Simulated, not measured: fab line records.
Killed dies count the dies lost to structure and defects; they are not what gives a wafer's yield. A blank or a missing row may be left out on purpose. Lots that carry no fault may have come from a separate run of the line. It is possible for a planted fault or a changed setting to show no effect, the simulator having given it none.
fab line records	flow n5Finfet
[record] lots = 7	wafers = 39
route steps=1938 shown SD_EPI_P@321 BEOL_M0_SAQP@654 BEOL_M1@811 BEOL_M3@974
startH: start of the lot's first displayed wafer, in hours after the record's first day	waitH: time in hours since the lot's previous step	" as in the row above	L1.1+2: a row that stands for several wafers	- no value, or no start was given	* or withheld: withheld	< > ~ a bound
route shown NAME@n: a module of which the file shows steps, and the number in the route of the first	usual: mean/standard deviation of fault-free wafers	same: alike in all rows	chamber/n: place in a boat	sites: readings site by site	_std_site: the standard deviation of these	_edge_site: outer sites' mean less inner sites'	radiusMm: for every site, how far away it sits from the centre of the wafer	mask NAME#n: copy n	behind: the most recent tool/chamber to have shaped the wafer	hold: what put the lot on hold/how long, in hours/how the hold closed	device: the transistor (n, p or np) that didn't switch	end of line: at the end of the route, the tests of the same wafers	a step without rows: its recipe alone	killed: the dies lost at the first sort to structure and to defects; this is not the yield of the wafer	map: a wafer's dies, x killed, . not, _ none there
set.NAME: the setting the step ran with; set.NAME@STEP: the setting that earlier step ran with	model.NAME: the simulator's own value behind a step, which no gauge read
one table per step and one row per wafer, for lots whose settings were changed on purpose
[[steps]]
[step N5_SD_EPI_P_EPI_21]
[recipe] material = SiGe:B	dopant = B	tempC = 550	pressureTorr = 20	ambient = H2	timeS = 355
lot.wafer	tool	chamber	startH	waitH	set.timeS	model.SiGe-B_of_SD_EPI_P_EPI_21.thkNm
L075.1	epiRpcvd-02	0	59.20	0.2	355	60.4
L075.2	"	0	"	"	355	59.8
L075.3+4	"	0	"	"	355	61.2
L075.5	"	0	"	"	355	60.2
L075.6	"	0	"	"	355	60
L076.1	epiRpcvd-01	0	66.67	0.1	355	61.6
L076.2	"	0	"	"	355	61.2
L076.3	"	0	"	"	355	61.8
L076.4+6	"	0	"	"	292.3	54.2
L076.5	"	0	"	"	292.3	53.4
L080.1	epiRpcvd-02	0	91.44	0.1	355	60.8
L080.2	"	0	"	"	355	61
L080.3+6	"	0	"	"	355	60.6
L080.4	"	0	"	"	355	60.2
L080.5	"	0	"	"	355	61.4
L085.1+3+4+6	epiRpcvd-01	0	125.11	0.2	355	61.2
L085.2+5	"	0	"	"	355	61.6
L088.1+3	epiRpcvd-04	0	140.38	0.2	355	61.4
L088.5	"	0	142.30	2.0	355	61.2
L093.1	epiRpcvd-04	0	172.09	0.1	187.8	35.2
L093.2	"	0	"	"	355	62
L093.3	"	0	"	"	355	62.2
L093.4+6	"	0	"	"	187.8	35
L093.5	"	0	"	"	355	61.4
L096.1	epiRpcvd-02	0	187.35	0.1	355	62.2
L096.2	"	0	"	"	355	62
L096.3+4	"	0	"	"	210.9	40.2
L096.5	"	0	"	"	355	62.6
L096.6	"	0	"	"	210.9	39.8
[step N5_SD_EPI_P_EPI_MEAS_23]
[recipe] mode = xrd
[usual] thkNm = 60.9/1.1
lot.wafer	tool	chamber	startH	waitH	set.timeS@SD_EPI_P_EPI_21	thkNm
L075.1	filmMetro-01	-	62.12	2.4	355	61.0
L075.2	"	-	"	"	355	60.0
L075.3	"	-	"	"	355	61.3
L075.4	"	-	"	"	355	61.7
L075.5	"	-	"	"	355	59.1
L075.6	"	-	"	"	355	59.6
L076.1	filmMetro-02	-	68.86	1.8	355	61.7
L076.2	"	-	"	"	355	61.4
L076.3	"	-	"	"	355	61.5
L076.4	"	-	"	"	292.3	54.9
L076.5	"	-	"	"	292.3	55.2
L076.6	"	-	"	"	292.3	55.6
L080.1	filmMetro-02	-	93.63	1.8	355	60.7
L080.2	"	-	"	"	355	59.6
L080.3	"	-	"	"	355	60.9
L080.4	"	-	"	"	355	62.0
L080.5	"	-	"	"	355	60.7
L080.6	"	-	"	"	355	61.0
L085.1	filmMetro-01	-	128.03	2.4	355	60.9
L085.2	"	-	"	"	355	62.5
L085.3	"	-	"	"	355	60.3
L085.4	"	-	"	"	355	60.9
L085.5	"	-	"	"	355	60.0
L085.6	"	-	"	"	355	61.7
L088.1	filmMetro-02	-	143.30	2.4	355	62.3
L088.3	"	-	"	"	355	61.7
L088.5	"	-	"	"	355	62.6
L093.1	filmMetro-01	-	174.29	1.9	187.8	36.2
L093.2	"	-	"	"	355	62.7
L093.3	"	-	"	"	355	62.1
L093.4	"	-	"	"	187.8	35.7
L093.5	"	-	"	"	355	61.8
L093.6	"	-	"	"	187.8	34.8
L096.1	filmMetro-01	-	189.56	1.9	355	61.9
L096.2	"	-	"	"	355	62.4
L096.3	"	-	"	"	210.9	40.1
L096.4	"	-	"	"	210.9	39.1
L096.5	"	-	"	"	355	61.1
L096.6	"	-	"	"	210.9	40.9
[step N5_BEOL_M0_SAQP_ETCH_84]
[recipe] chemistry = N2/H2	target = SOC	targetDepthA = 1000	overetchA = 200	maskMaterial = SiARC	tempC = 40	timeS = 150	ionEnergyEv = 200	pressureMtorr = 30	sourceW = 840	biasW = 150	n2FlowSccm = 200	h2FlowSccm = 200
lot.wafer	tool	chamber	startH	waitH	set.timeS	model.etch.depthNm	model.SiARC_of_BEOL_M0_SAQP_COAT_82.thkNm
L075.1	rieDiel-06	3	113.19	0.0	150	99.74	24.4
L075.2	"	1	"	"	150	99.63	24
L075.3	"	0	"	"	150	99.9	24.2
L075.4	"	2	"	"	150	99.48	24.2
L075.5	"	1	"	"	150	99.42	24
L075.6	"	2	"	"	150	99.23	24.2
L076.1	rieDiel-05	1	118.30	0.0	150	99.72	24.2
L076.2	"	0	"	"	206.1	99.82	22.2
L076.3	"	2	"	"	150	99.43	24.2
L076.4	"	2	"	"	150	99.85	24.2
L076.5	"	1	"	"	206.1	99.56	22
L076.6	"	0	"	"	206.1	99.55	22
L080.1	rieDiel-05	0	142.95	0.0	150	99.95	24.4
L080.2+4	"	1,2	"	"	150	99.99	24.4
L080.3	"	3	"	"	197.2	99.71	22.6
L080.5	"	0	"	"	197.2	99.83	22.6
L080.6	"	3	"	"	197.2	100.1	22.4
L085.1	rieDiel-06	0	175.47	0.0	79.57	63.3	27.2
L085.2	"	1	"	"	79.57	64.91	27
L085.3	"	2	"	"	79.57	63.25	27.2
L085.4	"	1	"	"	150	100.4	24.2
L085.5	"	0	"	"	150	100.3	24.6
L085.6	"	2	"	"	150	100.5	24.6
L088.1	rieDiel-05	3	195.24	0.0	150	100.3	24.2
L088.3	"	0	"	"	150	100.2	24.2
L088.5	"	2	"	"	150	100.3	24.4
L093.1	rieDiel-05	3	224.56	0.0	70.87	57.48	27
L093.2	"	1	"	"	70.87	57.64	27.2
L093.3	"	0	"	"	150	99.95	24
L093.4	"	2	"	"	150	100.3	24.2
L093.5	"	3	"	"	70.87	57.54	27
L093.6	"	0	"	"	150	100.1	24
L096.1+3	rieDiel-02	2,3	237.07	0.1	210.1	100.2	22.2
L096.2	"	3	"	"	150	100.3	24.4
L096.4	"	2	"	"	210.1	100	22.2
L096.5	"	2	"	"	150	100	24.4
L096.6	"	3	"	"	150	100.2	24.6
[step N5_BEOL_M0_SAQP_STRIP_80]
[recipe] chemistry = N2/H2	tempC = 40	n2FlowSccm = 200	h2FlowSccm = 200	rfFrequencyHz = 6e+07
[step N5_BEOL_M0_SAQP_HM_OPEN_112]
[recipe] chemistry = CHF3/O2	target = SiO2	stopOn = a-Si	targetDepthA = 120	overEtchFrac = 1.25	maskMaterial = SOC	timeS = 13.5	pressureMtorr = 30	sourceW = 650	biasW = 170	Ar_flow_sccm = 200	CHF3_flow_sccm = 50	O2_flow_sccm = 5	ionEnergyEv = 200	ends = endPoint
lot.wafer	tool	chamber	startH	waitH	set.timeS@BEOL_M0_SAQP_ETCH_84	model.SiARC_of_BEOL_M0_SAQP_COAT_82.thkNm
L075.1	rieDiel-06	3	113.29	0.0	150	6
L075.2+5	"	1	"	"	150	4.6
L075.3+6	"	0,2	"	"	150	5.2
L075.4	"	2	"	"	150	5.4
L076.1	rieDiel-05	1	118.41	0.0	150	4.6
L076.2	"	0	"	"	206.1	2.6
L076.3	"	2	"	"	150	5
L076.4	"	2	"	"	150	5.2
L076.5+6	"	1,0	"	"	206.1	2.4
L080.1+2	rieDiel-05	0,1	143.05	0.0	150	5
L080.3	"	3	"	"	197.2	3
L080.4	"	2	"	"	150	5.4
L080.5	"	0	"	"	197.2	3.2
L080.6	"	3	"	"	197.2	2.8
L085.1	rieDiel-06	0	175.58	0.0	79.57	8.2
L085.2	"	1	"	"	79.57	7.8
L085.3	"	2	"	"	79.57	8.4
L085.4	"	1	"	"	150	4.8
L085.5	"	0	"	"	150	5.8
L085.6	"	2	"	"	150	5.6
L088.1	rieDiel-05	3	195.35	0.0	150	4.4
L088.3	"	0	"	"	150	4.8
L088.5	"	2	"	"	150	5.2
L093.1	rieDiel-05	3	224.67	0.0	70.87	7.6
L093.2	"	1	"	"	70.87	7.8
L093.3+6	"	0	"	"	150	4.4
L093.4	"	2	"	"	150	5.2
L093.5	"	3	"	"	70.87	7.4
L096.1+4	rieDiel-02	2	237.23	0.0	210.1	2.8
L096.2	"	3	"	"	150	5.4
L096.3	"	3	"	"	210.1	3.2
L096.5	"	2	"	"	150	5.2
L096.6	"	3	"	"	150	5.6
[step N5_BEOL_M0_SAQP_STRIP_113]
[recipe] chemistry = CHF3/O2	resist = SiARC	rfFrequencyHz = 6e+07
[step N5_BEOL_M0_SAQP_MANDREL_ETCH_20]
[recipe] targetDepthA = 600	chemistry = HBr/Cl2	target = a-Si	stopOn = SiNx	btTimeS = 10	maskMaterial = SOC	overEtchFrac = 0.5	timeS = 30	pressureMtorr = 10	icpW = 800	biasW = 75	HBr_flow_sccm = 150	Cl2_flow_sccm = 80	ends = endPoint
[usual] oesProductAu = 0.771/0.011
lot.wafer	tool	chamber	startH	waitH	set.timeS@BEOL_M0_SAQP_ETCH_84	oesProductAu
L075.1	rieSi-04	2	113.38	0.0	150	0.786
L075.2	"	0	"	"	150	0.762
L075.3	"	1	"	"	150	0.776
L075.4	"	3	"	"	150	0.775
L075.5	"	0	"	"	150	0.767
L075.6	"	1	"	"	150	0.779
L076.1	rieSi-05	1	118.49	0.0	150	0.773
L076.2	"	0	"	"	206.1	0.772
L076.3	"	2	"	"	150	0.771
L076.4	"	3	"	"	150	0.769
L076.5	"	3	"	"	206.1	0.768
L076.6	"	2	"	"	206.1	0.772
L080.1	rieSi-05	1	143.14	0.0	150	0.781
L080.2	"	0	"	"	150	0.775
L080.3	"	2	"	"	197.2	0.767
L080.4	"	3	"	"	150	0.768
L080.5	"	3	"	"	197.2	0.766
L080.6	"	0	"	"	197.2	0.778
L085.1	rieSi-04	1	175.66	0.0	79.57	0.337
L085.2	"	2	"	"	79.57	0.336
L085.3	"	3	"	"	79.57	0.331
L085.4	"	0	"	"	150	0.766
L085.5	"	3	"	"	150	0.782
L085.6	"	2	"	"	150	0.791
L088.1	rieSi-04	3	195.43	0.0	150	0.778
L088.3	"	0	"	"	150	0.763
L088.5	"	1	"	"	150	0.790
L093.1	rieSi-02	0	224.75	0.0	70.87	0.320
L093.2	"	1	"	"	70.87	0.319
L093.3	"	3	"	"	150	0.762
L093.4	"	2	"	"	150	0.764
L093.5	"	2	"	"	70.87	0.321
L093.6	"	3	"	"	150	0.765
L096.1	rieSi-04	2	237.35	0.0	210.1	0.770
L096.2	"	0	"	"	150	0.755
L096.3	"	3	"	"	210.1	0.765
L096.4	"	1	"	"	210.1	0.769
L096.5	"	3	"	"	150	0.770
L096.6	"	2	"	"	150	0.784
[step N5_BEOL_M0_SAQP_STRIP_86]
[recipe] chemistry = N2/H2	powerW = 500	tempC = 40	pressureMtorr = 50	rfFrequencyHz = 6e+07	overashFraction = 0.3	biasPowerW = 28	h2Frac = 0.5	n2FlowSccm = 300	h2FlowSccm = 300
[step N5_BEOL_M0_SAQP_STRIP_115]
[recipe] chemistry = postEtchResidueRemover	timeS = 60	tempC = 25	removerPh = withheld	removerWaterWtPct = withheld	removerFluorideWtPct = withheld
[step N5_BEOL_M0_SAQP_SPACER1_ALD_98]
[recipe] material = SiO2	targetThkA = 128	tempC = 300	aldPrecursorFamily = BDEAS	aldCoReactant = O2-plasma	pulseTimeS = 1	purgeTimeS = 2	coReactantPurgeTimeS = 2	aldCycles = 138	pressureTorr = 2
[step N5_BEOL_M0_SAQP_SPACER1_ETCHBACK_99]
[recipe] chemistry = CHF3/O2	mode = anisotropicEtchback	target = SiO2	targetDepthA = 154	timeS = 7.7	pressureMtorr = 30	sourceW = 650	biasW = 170	Ar_flow_sccm = 200	CHF3_flow_sccm = 50	O2_flow_sccm = 5	ionEnergyEv = 200
[step N5_BEOL_M0_SAQP_MANDREL1_REMOVE_100]
[recipe] chemistry = HBr/Cl2/O2	btTimeS = 10	target = a-Si	stopOn = SiNx	endpoint = OES-SiCl	overEtchFrac = 0.85	icpW = 600	biasW = 30	HBr_flow_sccm = 150	Cl2_flow_sccm = 80	O2_flow_sccm = 5	pressureMtorr = 10
[usual] oesProductAu = 0.995/0.012
lot.wafer	tool	chamber	startH	waitH	set.timeS@BEOL_M0_SAQP_ETCH_84	oesProductAu	model.BEOL_M0_SAQP.cdNm
L075.1	rieSi-02	0	114.80	0.1	150	0.973	12.8
L075.2	"	2	"	"	150	0.990	12.8
L075.3	"	3	"	"	150	0.994	12.8
L075.4	"	1	"	"	150	0.984	12.8
L075.5	"	1	"	"	150	0.986	12.8
L075.6	"	0	"	"	150	0.975	12.8
L076.1	rieSi-05	3	119.84	0.1	150	0.990	12.8
L076.2	"	2	"	"	206.1	0.991	12.8
L076.3	"	1	"	"	150	0.989	12.8
L076.4	"	0	"	"	150	1.000	12.8
L076.5	"	2	"	"	206.1	0.991	12.6
L076.6	"	3	"	"	206.1	0.993	12.8
L080.1	rieSi-02	0	144.31	0.1	150	0.965	12.8
L080.2	"	1	"	"	150	0.978	13
L080.3	"	3	"	"	197.2	1.001	13
L080.4	"	2	"	"	150	1.012	12.8
L080.5	"	2	"	"	197.2	0.992	12.8
L080.6	"	3	"	"	197.2	1.007	13
L085.1	rieSi-02	3	177.04	0.1	79.57	0.384	43.8
L085.2	"	2	"	"	79.57	0.370	43.6
L085.3	"	1	"	"	79.57	0.366	43.4
L085.4	"	0	"	"	150	0.966	12.6
L085.5	"	2	"	"	150	0.991	12.8
L085.6	"	3	"	"	150	0.995	12.6
L088.1	rieSi-02	0	196.69	0.1	150	0.979	12.8
L088.3	"	3	"	"	150	0.998	12.8
L088.5	"	2	"	"	150	0.996	12.8
L093.1	rieSi-02	2	225.98	0.1	70.87	0.373	44.4
L093.2	"	3	"	"	70.87	0.374	44.4
L093.3	"	1	"	"	150	0.977	12.8
L093.4	"	0	"	"	150	0.970	12.8
L093.5	"	2	"	"	70.87	0.370	44.2
L093.6	"	1	"	"	150	0.988	12.8
L096.1	rieSi-05	1	238.89	0.1	210.1	0.992	12.8
L096.2	"	3	"	"	150	0.989	12.6
L096.3	"	0	"	"	210.1	1.015	12.8
L096.4	"	2	"	"	210.1	1.002	12.8
L096.5	"	0	"	"	150	1.009	12.8
L096.6	"	3	"	"	150	0.992	12.8
[step N5_BEOL_M1_ALD_84]
[recipe] material = TaN	targetThkA = *	tempC = 275	aldPrecursorFamily = PDMAT	aldCoReactant = NH3	pressureTorr = 3	carrierFlowSccm = 1500	pulseTimeS = 2	purgeTimeS = 3	coReactantPurgeTimeS = 2	coReactantPulseTimeS = 3	aldCycles = 30	precursorVesselTempC = 75	precursorVesselPressureTorr = 26.25	precursorVesselCarrierSccm = 1000
lot.wafer	tool	chamber	startH	waitH	set.aldCycles	model.TaN_of_BEOL_M1_ALD_84.thkNm
L075.1+5+6	aldMetal-01	2,1,0	148.88	0.0	14	*
L075.2	"	3	"	"	30	*
L075.3+4	"	1,0	"	"	30	*
L076.1+2+3+4+5+6	aldMetal-04	2,0,3,1,1,0	153.72	0.0	30	*
L080.1+4+6	aldMetal-04	2,3,2	160.60	0.0	48	*
L080.2+3+5	"	1,0,3	"	"	30	*
L085.1+3+5	aldMetal-04	1,2,2	196.87	0.1	21	*
L085.2+4+6	"	3,0,3	"	"	30	*
L088.1+3+5	aldMetal-03	2,1,2	226.04	0.0	30	*
L093.1+2+4	aldMetal-04	0,1,3	247.25	0.0	15	*
L093.3+6	"	2,1	"	"	30	*
L093.5	"	0	"	"	30	*
L096.1+5+6	aldMetal-04	2,0,1	257.02	0.0	17	*
L096.2+3+4	"	3,0,1	"	"	30	*
[step N5_BEOL_M3_ETCH_70]
[recipe] chemistry = N2/H2	target = SOC	targetDepthA = 800	overetchA = 160	maskMaterial = SiARC	tempC = 40	timeS = 120	ionEnergyEv = 200	pressureMtorr = 30	sourceW = 840	biasW = 150	n2FlowSccm = 200	h2FlowSccm = 200
lot.wafer	tool	chamber	startH	waitH	set.timeS	model.SiARC_of_BEOL_M3_COAT_68.thkNm
L075.1+5	rieDiel-06	1	176.85	0.0	120	6.2
L075.2	"	2	"	"	120	6.6
L075.3+4+6	"	0,2,0	"	"	120	6.4
L076.1+2+6	rieDiel-05	1,2,1	182.74	0.0	120	6.4
L076.3	"	3	"	"	155.1	4.6
L076.4+5	"	0,2	"	"	155.1	4.8
L080.1+6	rieDiel-02	0	192.01	0.0	139.7	5.6
L080.2	"	3	"	"	139.7	5.4
L080.3+4+5	"	2,1,3	"	"	120	6.4
L085.1+3+6	rieDiel-06	2,0,2	235.38	0.0	120	6.4
L085.2+4+5	"	1,3,3	"	"	120	6.2
L088.1+3	rieDiel-02	1,3	249.70	0.0	120	6.4
L088.5	"	1	"	"	120	6.2
L093.1+2+3	rieDiel-05	1,0,3	283.07	0.0	98.4	7.4
L093.4	"	2	"	"	120	6.4
L093.5+6	"	0,3	"	"	120	6.2
L096.1+4+5	rieDiel-06	2,3,3	296.86	0.0	120	6.4
L096.2	"	1	"	"	184.4	3.2
L096.3+6	"	0,2	"	"	184.4	3.4
[[key]]
[split] step = N5_SD_EPI_P_EPI_21	setting = timeS	stated = 355	by = wafer
[response] step = N5_SD_EPI_P_EPI_21	reading = model.SiGe-B_of_SD_EPI_P_EPI_21.thkNm	change = +0.55	per = 1%	r = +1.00
[response] step = N5_SD_EPI_P_EPI_MEAS_23	reading = thkNm	change = *	per = 1%	r = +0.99
[split] step = N5_BEOL_M0_SAQP_ETCH_84	setting = timeS	stated = 150	by = wafer
[response] step = N5_BEOL_M0_SAQP_ETCH_84	reading = model.etch.depthNm	shape = bent	atLowest = 57.55	atStated = 99.97	atHighest = 100.2
[response] step = N5_BEOL_M0_SAQP_ETCH_84	reading = model.SiARC_of_BEOL_M0_SAQP_COAT_82.thkNm	change = -0.0571	per = 1%	r = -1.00
[response] step = N5_BEOL_M0_SAQP_HM_OPEN_112	reading = model.SiARC_of_BEOL_M0_SAQP_COAT_82.thkNm	change = -0.0603	per = 1%	r = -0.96
[response] step = N5_BEOL_M0_SAQP_MANDREL_ETCH_20	reading = oesProductAu	shape = bent	atLowest = 0.320	atStated = 0.773	atHighest = 0.768
[response] step = N5_BEOL_M0_SAQP_MANDREL1_REMOVE_100	reading = oesProductAu	shape = bent	atLowest = 0.372	atStated = 0.987	atHighest = 1.003
[response] step = N5_BEOL_M0_SAQP_MANDREL1_REMOVE_100	reading = model.BEOL_M0_SAQP.cdNm	shape = bent	atLowest = 44.33	atStated = 12.78	atHighest = 12.8
[split] step = N5_BEOL_M1_ALD_84	setting = aldCycles	stated = 30	by = wafer
[response] step = N5_BEOL_M1_ALD_84	reading = model.TaN_of_BEOL_M1_ALD_84.thkNm	change = *	per = 1%	r = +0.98
[split] step = N5_BEOL_M3_ETCH_70	setting = timeS	stated = 120	by = wafer
[response] step = N5_BEOL_M3_ETCH_70	reading = model.SiARC_of_BEOL_M3_COAT_68.thkNm	change = -0.0573	per = 1%	r = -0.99
